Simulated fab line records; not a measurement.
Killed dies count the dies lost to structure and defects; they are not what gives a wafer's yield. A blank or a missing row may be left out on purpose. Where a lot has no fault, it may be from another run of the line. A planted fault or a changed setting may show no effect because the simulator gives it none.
Which tool did it? | flow n5-finfet | 11 lots (33 wafers sampled), 1 step of a 1938-step route

WHAT THE GAUGES READ, wafer by wafer
N5_BEOL_M9_CD_MEAS_11: target cd 64.1 nm.
lot  | measured     | on        | cd-nm (nm)
L728 | day 11 11:23 | cd-sem-03 | 64.7 65.2 64.0
L730 | day 11 16:35 | cd-sem-01 | 64.2 64.0 64.5
L729 | day 11 16:46 | cd-sem-02 | 63.9 62.7 63.5
L732 | day 12 20:46 | cd-sem-03 | 64.5 65.6 64.0
L733 | day 13 06:05 | cd-sem-01 | 64.0 64.8 64.7
L743 | day 14 17:05 | cd-sem-03 | 64.7 64.6 65.7
L742 | day 14 22:41 | cd-sem-03 | 62.7 63.6 63.9
L744 | day 15 04:53 | cd-sem-01 | 63.5 64.0 64.3
L746 | day 15 18:34 | cd-sem-03 | 63.8 63.1 63.3
L747 | day 16 11:47 | cd-sem-03 | 63.1 63.9 62.9
L748 | day 16 17:38 | cd-sem-03 | 65.6 65.0 65.0

WHAT TOOL EACH LOT RAN ON (gives the tool, then ch and the chambers of the sampled wafers, and finally the start)
There is no process step in the record ahead of these readings.

THE ANSWER, worked out from the rows above alone
Rule: the lots themselves supply what counts as usual. The widest of any qualifying gaps counts: lots, ordered by their means at a reading, are off when they make up no more than a third of the lots, leave a main group of 4 or more, and stand apart from it by 3 or more times the standard deviation of that group's means. The tables above print the reading to a certain number of digits; a main group whose means all agree to those digits is not used. Also off: a lot with no number at a reading for which 4 or more lots have one. All remaining lots with rows at the step are treated as sound.
None of the lots is off at any reading shown; this tells nothing.

WHAT HAD BEEN PUT IN BY THE SIMULATOR
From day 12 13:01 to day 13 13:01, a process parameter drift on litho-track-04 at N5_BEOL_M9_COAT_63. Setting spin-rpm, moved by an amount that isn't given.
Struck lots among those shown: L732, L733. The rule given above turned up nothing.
